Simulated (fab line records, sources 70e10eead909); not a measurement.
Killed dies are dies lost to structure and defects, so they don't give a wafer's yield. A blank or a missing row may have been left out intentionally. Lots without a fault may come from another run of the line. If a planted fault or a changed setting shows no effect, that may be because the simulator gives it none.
Struck lot and sound lot, side by side + flow nandHarc + 15 out of 1159 route steps
Sound: the wafers L341.1, L341.2, L341.3. The struck wafers were L354.1, L354.2, L354.6. Last of all comes the cause.
Per side, at each step with rows, come the tool, then ch with its chambers, and then its first start. Under that, the readings that differ: sound wafers + struck wafers + difference of the means + sigmas: that difference in standard deviations of wafers without a fault.
alike: a reading whose means differ by less than 2 such deviations, as well as words and numbers matching on both sides. not compared: withheld readings; readings where some wafer has no value; bounds like >300 that might hide an equal value; numbers whose values overlap and for which the record gives no deviation.
The two part at a step that has a row with sigmas, a row that says differs or no value, or rows on one side only. Numbers that have no deviation but don't overlap get no sigmas and don't part them. Lack of a reading on every wafer of one side parts them only where that side has two or more wafers.

first, 1 step without rows for these wafers: NHARC_P_STI_HARDBAKE_13 (time 65 s).
NHARC_P_STI_DESCUM_14: chemistry O2, time 3 s.
  sound on rieDiel-09 ch 0,2,3, day 3 01:59; struck on rieDiel-10 ch 1,2,3, day 6 05:23
  alike: drypumpMotorCurrentA, mfcArSccm, oesProductAu, rfVppV, showerheadPlenumPTorr, throttleValvePct
  not compared: rfHoursCounterH
NHARC_P_STI_ETCH_42: etches the open film in N2/H2, target depth 80 nm, overetch 24 nm, time 61 s.
  sound on rieDiel-09 ch 0,2,3, day 3 02:05; struck on rieDiel-10 ch 0,1,2, day 6 05:27
  alike: drypumpMotorCurrentA, mfcArSccm, oesProductAu, rfVppV, showerheadPlenumPTorr, throttleValvePct
  not compared: rfHoursCounterH
NHARC_P_STI_ETCH_31: etches the open film in CF4/CHF3, target depth 108.9 nm, time 54.5 s.
  sound: rieDiel-09 ch 0,2,3; struck: rieDiel-10 ch 0,1,3
| reading                  | sound       | struck      | difference | sigmas |
|--------------------------|-------------|-------------|------------|--------|
| drypumpMotorCurrentA (A) | 5.0 5.3 5.4 | 6.8 5.9 6.2 | +1.1       | +2     |
  alike: mfcArSccm, oesProductAu, rfVppV, showerheadPlenumPTorr, throttleValvePct
  not compared: rfHoursCounterH
NHARC_P_STI_ETCH_15: etches the open film in HBr/Cl2, target depth 300 nm, time 100.1 s.
  sound on rieSi-01 ch 1,2,3, day 3 02:18; struck on rieSi-01 ch 0,1,2, day 6 05:40
  alike: drypumpMotorCurrentA, oesProductAu, throttleValvePct
  not compared: rfHoursCounterH
NHARC_P_STI_CD_MEAS_16:
  sound: cdSem-01 at day 3 02:28; struck: cdSem-01 at day 6 05:49
  alike: cdNm
NHARC_P_STI_OCD_MEAS_17:
  sound: ocd-02 at day 3 02:33; struck: ocd-02 at day 6 05:54
  alike: trenchDepthNm, trenchFootCdNm
then, 3 steps without rows for these wafers: NHARC_P_STI_STRIP_19 (strips in SPM, time 900 s); NHARC_P_STI_PRECLEAN_32 (cleans in SC1); NHARC_P_STI_SRD_23.
NHARC_P_STI_OCD_MEAS_43:
  sound: ocd-01 at day 3 03:05; struck: ocd-01 at day 6 06:25
  alike: trenchDepthNm, trenchFootCdNm
then, 1 step without rows for these wafers: NHARC_P_STI_OXIDE_33 (material SiO2, target thk 10 nm, ox time 281 s).
NHARC_P_STI_HDPCVD_20: deposits SiO2.
  sound on hdpcvd-01 ch 0,1, day 3 12:08; struck on hdpcvd-01 ch 0,1, day 6 15:55
then, 1 step without rows for these wafers: NHARC_P_STI_ANNEAL_34 (time 1800 s).
-- record jumps: 17 days between struck wafers' starts before vs after; left off in module P_STI, resumes in module END, first step shown is number 1159 of the route --
NHARC_END_SORT_01:
  sound on prober-02 ch 0, day 19 19:35; struck on prober-01 ch 0, day 23 05:04
| reading       | sound | struck | difference | sigmas |
|---------------|-------|--------|------------|--------|
| killedAtOther | 0 0 0 | 2 2 2  | +2         | +2     |
  alike: killedAtArray, killedAtPeriphery, killedDies, killedOpen, killedShort

== WHERE THEY PART ==
Earliest at NHARC_P_STI_ETCH_31; latest, in this record, at NHARC_END_SORT_01.

WHY: what had been put in by the simulator
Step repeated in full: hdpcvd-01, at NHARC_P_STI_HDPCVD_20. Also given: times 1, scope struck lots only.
